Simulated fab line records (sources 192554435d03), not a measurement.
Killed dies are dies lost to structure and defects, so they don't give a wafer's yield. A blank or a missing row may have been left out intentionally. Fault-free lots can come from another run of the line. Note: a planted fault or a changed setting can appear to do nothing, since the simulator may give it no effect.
2 desks, one fault :: flow n5Finfet :: each desk holds nothing but its own numbers, with what lay behind them at the end

FROM THE METROLOGY DESK
Means of the sampled wafers that have a number, per lot and without regard to the tool the lot ran on: this is what the gauges read. If a lot's mean is further than 4 standard deviations from the usual mean, the lot is out of limits and carries the mark OUT (the distance appears in the brackets). Readings shown: 7 of its 13, picked as those furthest out on some lot.
Columns: A = IOFF_P at N5_BEOL_M4_RC_MEAS_101, usual 0.211 nA/um; B = ION_N at N5_BEOL_M4_RC_MEAS_101, usual 672 uA/um; C = ION_P at N5_BEOL_M4_RC_MEAS_101, usual 462 uA/um; D = VT_N at N5_BEOL_M4_RC_MEAS_101, usual 249.9 mV; E = VT_P at N5_BEOL_M4_RC_MEAS_101, usual -249.8 mV; F = cdNm at N5_BEOL_M7_CD_MEAS_11, usual 38.4 nm; G = cdNm at N5_BEOL_M7_CD_MEAS_35, usual 39.9 nm
lot: L555
first seen here: day 10 12:52
A: 0.175
B: 670
C: 454
D: 249.8
E: -253.2
F: 38.9
G: 40.1

lot: L557
first seen here: day 10 22:22
A: 0.238
B: 672
C: 469
D: 249.2
E: -246.7
F: 38.3
G: 40.0

lot: L560
first seen here: day 13 01:34
A: 0.208
B: 679
C: 460
D: 248.7
E: -249.0
F: 38.3
G: 39.9

lot: L562
first seen here: day 13 23:12
A: 0.162
B: 667
C: 454
D: 253.3
E: -255.2
F: 38.3
G: 39.8

lot: L563
first seen here: day 14 10:34
A: 0.213
B: 675
C: 465
D: 249.3
E: -249.5
F: 38.1
G: -

lot: L565
first seen here: day 14 23:47
A: 0.197
B: 666
C: 456
D: 249.0
E: -250.9
F: 38.4
G: -

lot: L566
first seen here: day 15 10:38
A: 0.231
B: 659
C: 458
D: 253.6
E: -248.9
F: 38.5
G: -

lot: L567
first seen here: day 15 19:02
A: 0.234
B: 670
C: 466
D: 249.2
E: -245.3
F: 39.5
G: 40.8

lot: L572
first seen here: day 17 07:20
A: 0.212
B: 675
C: 466
D: 249.4
E: -248.8
F: 39.0
G: 40.9
This desk's finding: nothing out of limits on any of the 9 lots.

TOOL OWNER'S DESK, pvdSputter-02
The tool's own readings at N5_BEOL_M7_HM_DEP_02 (deposits TiN, target thk 20 nm): means of the sampled wafers that have a number, for each lot that ran on this tool. If a lot's mean is further than 4 standard deviations from the usual mean, the lot is out of limits and carries the mark OUT (the distance appears in the brackets).
Columns: A = chamberPressurePa at N5_BEOL_M7_HM_DEP_02, usual 0.5001 Pa; B = throttleValvePct at N5_BEOL_M7_HM_DEP_02, usual 29.5 %
lot: L555
first seen here: day 11 16:01
A: 0.5007
B: 30.8

lot: L557
first seen here: day 12 03:18
A: 0.4987
B: 29.1

lot: L560
first seen here: day 14 05:16
A: 0.4998
B: 29.9

lot: L563
first seen here: day 15 06:28
A: 0.4987
B: 29.7

lot: L565
first seen here: day 15 21:19
A: 0.5012
B: 30.0

lot: L566
first seen here: day 16 11:34
A: 0.5004
B: 30.2
This desk's finding: nothing out of limits on any of the 6 lots.

ALL TOGETHER
The metrology desk saw nothing out of limits.
The tool owner's desk saw nothing out of limits.

WHAT THE SIMULATOR HAD INSERTED
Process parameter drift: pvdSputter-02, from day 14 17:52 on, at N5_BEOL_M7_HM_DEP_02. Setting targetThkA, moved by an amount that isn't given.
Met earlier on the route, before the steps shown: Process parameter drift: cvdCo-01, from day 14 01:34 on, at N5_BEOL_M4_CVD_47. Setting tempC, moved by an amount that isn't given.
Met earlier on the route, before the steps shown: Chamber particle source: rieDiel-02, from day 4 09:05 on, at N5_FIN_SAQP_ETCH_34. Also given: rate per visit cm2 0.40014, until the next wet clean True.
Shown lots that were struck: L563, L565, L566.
